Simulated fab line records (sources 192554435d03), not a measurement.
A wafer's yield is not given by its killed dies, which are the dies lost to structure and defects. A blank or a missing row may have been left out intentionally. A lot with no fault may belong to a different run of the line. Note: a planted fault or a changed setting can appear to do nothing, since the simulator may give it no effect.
Chamber matching    flow n5_finfet    N5_BEOL_M10_PECVD_70 on pecvd-03 has 3 sister chambers
The step deposits SiO2 from TEOS/O2, target thk 20 nm, time 22.7 s. 3 wafers are shown with their chamber, then 7 later ones without.

== WAFERS, EACH WITH ITS CHAMBER ==
wafer   chamber  throttle_valve_pct (%)
L084.4  2        22.0
L084.5  0        24.0
L088.4  1        22.0

== WAFERS MISSING THEIR CHAMBER ==
wafer   throttle_valve_pct (%)
L088.6  23.8
L091.2  24.1
L091.5  22.5
L091.6  24.2
L097.1  22.0
L097.3  23.9
L097.5  22.0

== CHAMBER TAKEN BY EACH ==
wafer   from the rows above      in truth
L088.6  0                        0
L091.2  0                        0
L091.5  can't be placed: 1 or 2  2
L091.6  0                        0
L097.1  can't be placed: 1 or 2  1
L097.3  0                        0
L097.5  can't be placed: 1 or 2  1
Correctly placed: 4 of 7. Unplaceable from these rows: 3, with the true chamber sitting among the candidates in 3. Placed wrongly: 0.
How it was worked out, from the rows above alone: a wafer's distance from a chamber is the root of the sum, over the readings, of the square of ((its reading less the chamber's mean) divided by the reading's scatter). The wafer belongs to the nearest chamber; if the next one is less than 2 further off, it can't be placed. For every chamber, the mean is computed from those of its wafers that are shown. The scatter (one wafer shown for each chamber): square how far every hidden wafer sits from the nearest shown wafer, average those squares and take the square root.
